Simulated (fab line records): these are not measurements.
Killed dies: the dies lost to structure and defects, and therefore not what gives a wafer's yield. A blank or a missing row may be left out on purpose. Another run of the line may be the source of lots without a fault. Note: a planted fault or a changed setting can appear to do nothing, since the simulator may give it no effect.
Chamber matching || flow nand harc || 4 sister chambers for NHARC_A_CHANNEL_FILL_D1_ETCHBACK_20 on rie diel-03
The step etches the open film in C4F8/O2/Ar, target depth 27 nm, time 13.5 s. 16 wafers are shown with their chamber, then 8 later ones without.

== WAFERS WITH THEIR CHAMBER ==
{"wafer": "L506.2", "chamber": 1, "rf vpp V (V)": 974, "oes product au (a.u.)": 1.00}
{"wafer": "L506.3", "chamber": 2, "rf vpp V (V)": 982, "oes product au (a.u.)": 1.00}
{"wafer": "L506.5", "chamber": 2, "rf vpp V (V)": 981, "oes product au (a.u.)": 0.99}
{"wafer": "L505.3", "chamber": 2, "rf vpp V (V)": 982, "oes product au (a.u.)": 1.00}
{"wafer": "L505.4", "chamber": 3, "rf vpp V (V)": 974, "oes product au (a.u.)": 1.00}
{"wafer": "L505.5", "chamber": 0, "rf vpp V (V)": 978, "oes product au (a.u.)": 1.02}
{"wafer": "L509.1", "chamber": 1, "rf vpp V (V)": 975, "oes product au (a.u.)": 0.93}
{"wafer": "L509.2", "chamber": 2, "rf vpp V (V)": 982, "oes product au (a.u.)": 0.92}
{"wafer": "L509.4", "chamber": 1, "rf vpp V (V)": 975, "oes product au (a.u.)": 0.93}
{"wafer": "L511.1", "chamber": 1, "rf vpp V (V)": 975, "oes product au (a.u.)": 1.00}
{"wafer": "L511.2", "chamber": 2, "rf vpp V (V)": 983, "oes product au (a.u.)": 1.00}
{"wafer": "L511.4", "chamber": 3, "rf vpp V (V)": 973, "oes product au (a.u.)": 0.99}
{"wafer": "L515.1", "chamber": 1, "rf vpp V (V)": 975, "oes product au (a.u.)": 1.01}
{"wafer": "L515.3", "chamber": 2, "rf vpp V (V)": 982, "oes product au (a.u.)": 1.02}
{"wafer": "L515.5", "chamber": 3, "rf vpp V (V)": 972, "oes product au (a.u.)": 1.00}
{"wafer": "L518.1", "chamber": 1, "rf vpp V (V)": 975, "oes product au (a.u.)": 1.02}

SIGNATURES, as means of the wafers listed above
{"reading": "rf vpp V", "chamber 0": 978.00, "chamber 1": 974.83, "chamber 2": 982.00, "chamber 3": 973.00, "scatter within a chamber": 0.635}
{"reading": "oes product au", "chamber 0": 1.0200, "chamber 1": 0.9817, "chamber 2": 0.9883, "chamber 3": 0.9967, "scatter within a chamber": 0.0347}
Rule: for a wafer and a chamber, the distance is found by dividing, reading by reading, the gap between the wafer's reading and the chamber's mean by the reading's scatter, squaring, summing and taking the root. The wafer belongs to the nearest chamber; if the next one is less than 2 further off, it can't be placed. How the scatter is found: for the shown wafers, subtract from each reading the mean of its chamber, square and add these, divide the total by (wafers less chambers), then take the root.

== WAFERS WITHOUT THEIR CHAMBER ==
{"wafer": "L518.4", "rf vpp V (V)": 972, "oes product au (a.u.)": 0.99}
{"wafer": "L518.6", "rf vpp V (V)": 982, "oes product au (a.u.)": 1.02}
{"wafer": "L524.2", "rf vpp V (V)": 983, "oes product au (a.u.)": 0.95}
{"wafer": "L524.4", "rf vpp V (V)": 982, "oes product au (a.u.)": 0.93}
{"wafer": "L524.5", "rf vpp V (V)": 979, "oes product au (a.u.)": 0.93}
{"wafer": "L527.1", "rf vpp V (V)": 981, "oes product au (a.u.)": 0.93}
{"wafer": "L527.3", "rf vpp V (V)": 978, "oes product au (a.u.)": 0.92}
{"wafer": "L527.6", "rf vpp V (V)": 975, "oes product au (a.u.)": 0.94}

== WHICH CHAMBER EACH ONE RAN IN ==
{"wafer": "L518.4", "from the rows above": 3, "in truth": 3}
{"wafer": "L518.6", "from the rows above": 2, "in truth": 2}
{"wafer": "L524.2", "from the rows above": 2, "in truth": 2}
{"wafer": "L524.4", "from the rows above": 2, "in truth": 2}
{"wafer": "L524.5", "from the rows above": "can't be placed: 0 or 2", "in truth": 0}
{"wafer": "L527.1", "from the rows above": 2, "in truth": 2}
{"wafer": "L527.3", "from the rows above": 0, "in truth": 0}
{"wafer": "L527.6", "from the rows above": 1, "in truth": 1}
Correct placement for 7 of the 8. These rows do not allow placing 1 (true chamber among the candidates in 1). Placed wrongly: 0.
